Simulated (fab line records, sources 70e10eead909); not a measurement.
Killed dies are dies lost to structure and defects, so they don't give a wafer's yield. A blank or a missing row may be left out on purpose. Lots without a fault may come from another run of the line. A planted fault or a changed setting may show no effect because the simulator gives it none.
Which tool did it? | flow nand_harc | 11 lots, 33 wafers sampled, at 6 steps of a route of 1159

WHAT THE GAUGES READ, wafer by wafer
NHARC_P_GATE_CD_MEAS_59: target cd 720 nm. Usual: cd_nm 720.0 nm, standard deviation 1.2.
lot  | measured     | on        | cd_nm (nm)        | flag
L468 | day 5 23:53  | cd_sem-01 | 718.8 719.8 718.8 |
L471 | day 6 23:48  | cd_sem-01 | 718.9 717.9 718.5 |
L473 | day 7 01:17  | cd_sem-02 | 721.1 720.2 720.1 |
L472 | day 7 02:07  | cd_sem-02 | 720.3 720.6 720.6 |
L474 | day 7 14:13  | cd_sem-03 | 717.8 718.9 717.3 |
L476 | day 8 14:54  | cd_sem-03 | - - -             | OFF
L479 | day 8 15:52  | cd_sem-02 | 718.4 719.1 719.6 |
L482 | day 9 13:55  | cd_sem-02 | 718.3 720.8 720.8 |
L483 | day 9 20:25  | cd_sem-01 | 722.6 721.5 720.5 |
L485 | day 10 06:23 | cd_sem-02 | 719.8 719.3 721.0 |
L488 | day 11 10:29 | cd_sem-03 | 718.9 719.9 718.9 |

NHARC_END_SORT_01. Usual: killed_at_array 28, standard deviation 11; killed_at_other 0.9, standard deviation 1.2; killed_at_periphery 2.6, standard deviation 2.1; killed_dies 31, standard deviation 11; killed_open 3.1, standard deviation 1.7; killed_short 1.9, standard deviation 1.3.
lot  | measured     | on        | killed_at_array | killed_at_other | killed_at_periphery | killed_dies | killed_open | killed_short | flag
L476 | day 24 22:54 | prober-01 | 36 30 35        | 1 0 0           | 640 647 642         | 677 677 677 | 2 0 4       | 1 2 1        | OFF

WHICH TOOL RAN EACH LOT (tool, then ch and the chambers of the sampled wafers, then the start)
lot  | NHARC_P_GATE_ETCH_104              | NHARC_P_GATE_HM_OPEN_105                      | NHARC_P_GATE_EXPOSE_56            | NHARC_P_GATE_DESCUM_61
L468 | rie_diel-04 ch 0,1, day 5 10:14    | rie_diel-04 ch 1,2, day 5 23:44 or earlier    | krf_scanner-04 ch 0, day 5 23:44  | rie_diel-13 ch 0,1,3, day 6 00:04
L471 | rie_diel-04 ch 0,2,3, day 6 10:18  | rie_diel-04 ch 0,1,3, day 6 23:38 or earlier  | krf_scanner-02 ch 0, day 6 23:38  | rie_diel-11 ch 1,2,3, day 6 23:58
L473 | rie_diel-04 ch 0,1,3, day 6 11:56  | rie_diel-04 ch 0,1,3, day 7 01:07 or earlier  | krf_scanner-02 ch 0, day 7 01:07  | rie_diel-11 ch 0,1,3, day 7 01:28
L472 | rie_diel-11 ch 0,1,3, day 6 12:39  | rie_diel-11 ch 0,2,3, day 7 01:57 or earlier  | krf_scanner-02 ch 0, day 7 01:57  | rie_diel-04 ch 0,1,2, day 7 02:27
L474 | rie_diel-04 ch 0,1, day 7 00:39    | rie_diel-04 ch 0,1, day 7 14:03 or earlier    | krf_scanner-02 ch 0, day 7 14:03  | rie_diel-04 ch 0,1,2, day 7 14:23
L476 | rie_diel-04 ch 1,2, day 8 01:09    | rie_diel-04 ch 0,2,3, day 8 14:45 or earlier  | krf_scanner-04 ch 0, day 8 14:45  | rie_diel-04 ch 1,2, day 8 15:03
L479 | rie_diel-13 ch 0,1,2, day 8 02:05  | rie_diel-13 ch 0,1,3, day 8 15:43 or earlier  | krf_scanner-02 ch 0, day 8 15:43  | rie_diel-11 ch 1,2,3, day 8 16:04
L482 | rie_diel-13 ch 0,1,3, day 9 00:43  | rie_diel-13 ch 0,1,2, day 9 13:46 or earlier  | krf_scanner-02 ch 0, day 9 13:46  | rie_diel-04 ch 1,2,3, day 9 14:05
L483 | rie_diel-13 ch 0,1,3, day 9 06:06  | rie_diel-13 ch 1,2,3, day 9 20:16 or earlier  | krf_scanner-04 ch 0, day 9 20:16  | rie_diel-04 ch 0,1, day 9 20:34
L485 | rie_diel-04 ch 0,1,3, day 9 15:25  | rie_diel-04 ch 1,2, day 10 06:13 or earlier   | krf_scanner-04 ch 0, day 10 06:13 | rie_diel-13 ch 2,3, day 10 06:34
L488 | rie_diel-11 ch 0,2,3, day 10 21:01 | rie_diel-11 ch 0,1,3, day 11 10:20 or earlier | krf_scanner-04 ch 0, day 11 10:20 | rie_diel-04 ch 1,2,3, day 11 10:38
- NHARC_P_GATE_ETCH_104: etches the open film in CF4/CHF3, target depth 60 nm.
- NHARC_P_GATE_HM_OPEN_105: chemistry O2/COS, target depth 360 nm.
- NHARC_P_GATE_EXPOSE_56: exposes mask P PSD, target cd 720 nm.
- NHARC_P_GATE_DESCUM_61: chemistry O2, time 3 s.

WHAT THE TOOLS THEMSELVES READ (means of the sampled wafers that have a number; where no wafer has one, the mark that the record gives instead)
NHARC_P_GATE_ETCH_104. Usual: cf4_flow_sccm 100.01 sccm, standard deviation 0.27; drypump_motor_current_A 5.6 A, standard deviation 0.39; oes_product_au 0.945 a.u., standard deviation 0.021; rf_vpp_V 369.7 V, standard deviation 1.7; showerhead_plenum_p_Torr 1.54 Torr, standard deviation 0.046; throttle_valve_pct 16.802 %, standard deviation 0.01.
lot  | tool        | cf4_flow_sccm (sccm) | drypump_motor_current_A (A) | oes_product_au (a.u.) | rf_vpp_V (V) | showerhead_plenum_p_Torr (Torr) | throttle_valve_pct (%) | flag
L468 | rie_diel-04 | 99.58                | 5.7                         | 0.918                 | 368.5        | 1.52                            | 16.807                 |
L471 | rie_diel-04 | 100.02               | 5.4                         | 0.967                 | 370.4        | 1.55                            | 16.795                 |
L473 | rie_diel-04 | 99.91                | 5.5                         | 0.967                 | 369.7        | 1.55                            | 16.793                 |
L472 | rie_diel-11 | 100.12               | 5.6                         | 0.935                 | 370.0        | 1.55                            | 16.796                 |
L474 | rie_diel-04 | 100.01               | 5.8                         | 0.923                 | 369.4        | 1.54                            | 16.807                 |
L476 | rie_diel-04 | 100.03               | 5.8                         | 0.921                 | 371.0        | 1.57                            | 16.802                 |
L479 | rie_diel-13 | 100.10               | 5.5                         | 0.917                 | 369.3        | 1.55                            | 16.803                 |
L482 | rie_diel-13 | 100.03               | 5.7                         | 0.922                 | 369.5        | 1.54                            | 16.807                 |
L483 | rie_diel-13 | 100.08               | 5.8                         | 0.947                 | 369.8        | 1.54                            | 16.811                 |
L485 | rie_diel-04 | 100.05               | 5.4                         | 0.968                 | 370.9        | 1.55                            | 16.809                 |
L488 | rie_diel-11 | 100.05               | 5.7                         | 0.978                 | 369.1        | 1.53                            | 16.808                 |

NHARC_P_GATE_HM_OPEN_105. Usual: drypump_motor_current_A 5.6 A, standard deviation 0.35; oes_product_au 0.999 a.u., standard deviation 0.0067; rf_vpp_V 465.8 V, standard deviation 2.1; showerhead_plenum_p_Torr 3.06 Torr, standard deviation 0.088; throttle_valve_pct 28.330 %, standard deviation 0.0094.
lot  | tool        | drypump_motor_current_A (A) | oes_product_au (a.u.) | rf_vpp_V (V) | showerhead_plenum_p_Torr (Torr) | throttle_valve_pct (%) | flag
L468 | rie_diel-04 | 5.8                         | 0.997                 | 467.1        | 3.11                            | 28.329                 |
L471 | rie_diel-04 | 5.5                         | 0.993                 | 465.5        | 3.07                            | 28.338                 |
L473 | rie_diel-04 | 5.5                         | 0.998                 | 466.0        | 3.07                            | 28.329                 |
L472 | rie_diel-11 | 5.7                         | 1.001                 | 465.2        | 3.04                            | 28.327                 |
L474 | rie_diel-04 | 5.7                         | 0.998                 | 464.6        | 3.01                            | 28.315                 |
L476 | rie_diel-04 | 5.4                         | 1.005                 | 465.9        | 3.06                            | 28.325                 |
L479 | rie_diel-13 | 5.8                         | 0.994                 | 466.2        | 3.06                            | 28.335                 |
L482 | rie_diel-13 | 5.5                         | 0.990                 | 466.4        | 3.08                            | 28.329                 |
L483 | rie_diel-13 | 5.9                         | 1.002                 | 463.7        | 2.98                            | 28.326                 |
L485 | rie_diel-04 | 5.8                         | 0.999                 | 467.0        | 3.10                            | 28.335                 |
L488 | rie_diel-11 | 5.7                         | 1.003                 | 465.6        | 3.06                            | 28.329                 |

NHARC_P_GATE_DESCUM_61. Usual: drypump_motor_current_A 5.6 A, standard deviation 0.36; oes_product_au 1.000 a.u., standard deviation 0.0072; rf_vpp_V 57.6 V, standard deviation 0.88; showerhead_plenum_p_Torr 1.88 Torr, standard deviation 0.058; throttle_valve_pct 11.312 %, standard deviation 0.0096.
lot  | tool        | drypump_motor_current_A (A) | oes_product_au (a.u.) | rf_vpp_V (V) | showerhead_plenum_p_Torr (Torr) | throttle_valve_pct (%) | flag
L468 | rie_diel-13 | 5.8                         | 0.987                 | 57.0         | 1.88                            | 11.316                 |
L471 | rie_diel-11 | 5.7                         | 0.997                 | 57.4         | 1.91                            | 11.326                 |
L473 | rie_diel-11 | 5.6                         | 1.000                 | 57.7         | 1.88                            | 11.305                 |
L472 | rie_diel-04 | 5.7                         | 0.998                 | 58.2         | 1.87                            | 11.310                 |
L474 | rie_diel-04 | 5.7                         | 1.005                 | 57.1         | 1.87                            | 11.309                 |
L476 | rie_diel-04 | 5.7                         | 0.999                 | 57.8         | 1.90                            | 11.315                 |
L479 | rie_diel-11 | 5.8                         | 1.001                 | 57.6         | 1.90                            | 11.307                 |
L482 | rie_diel-04 | 5.5                         | 1.002                 | 58.0         | 1.91                            | 11.319                 |
L483 | rie_diel-04 | 5.7                         | 1.002                 | 57.5         | 1.84                            | 11.320                 |
L485 | rie_diel-13 | 6.2                         | 1.001                 | 57.6         | 1.78                            | 11.311                 |
L488 | rie_diel-04 | 5.5                         | 1.002                 | 58.0         | 1.91                            | 11.310                 |

THE ANSWER, worked out from the rows above alone
Rule: a lot is off if the mean of its wafers that have a number lies more than 3 standard deviations from the usual mean. A lot without any number at a reading at which 4 lots or more have one is off too. The other lots that the step has rows for count as sound. The gauges are gone through in route order, then the tools' own readings, and for those a lot's mean is taken as printed above. The first step at which some lot is off is used, and at that step the reading that is off furthest; a lot without a number counts as furthest.
Off: L476, at NHARC_P_GATE_CD_MEAS_59 (cd_nm). Without a number there: L476.
A tool fits if, at a process step before that reading, it ran every lot that is off, and no sound lot after the first of them. The gauges at NHARC_P_GATE_CD_MEAS_59 aren't tried: what is off there is off at NHARC_END_SORT_01 too, on other tools, and a gauge's error can't cause that. NHARC_P_GATE_HM_OPEN_105 gives no start for some lots, so the hours and the order of its lots are those of NHARC_P_GATE_EXPOSE_56. None of those tried fits.

WHAT THE SIMULATOR HAD PUT IN
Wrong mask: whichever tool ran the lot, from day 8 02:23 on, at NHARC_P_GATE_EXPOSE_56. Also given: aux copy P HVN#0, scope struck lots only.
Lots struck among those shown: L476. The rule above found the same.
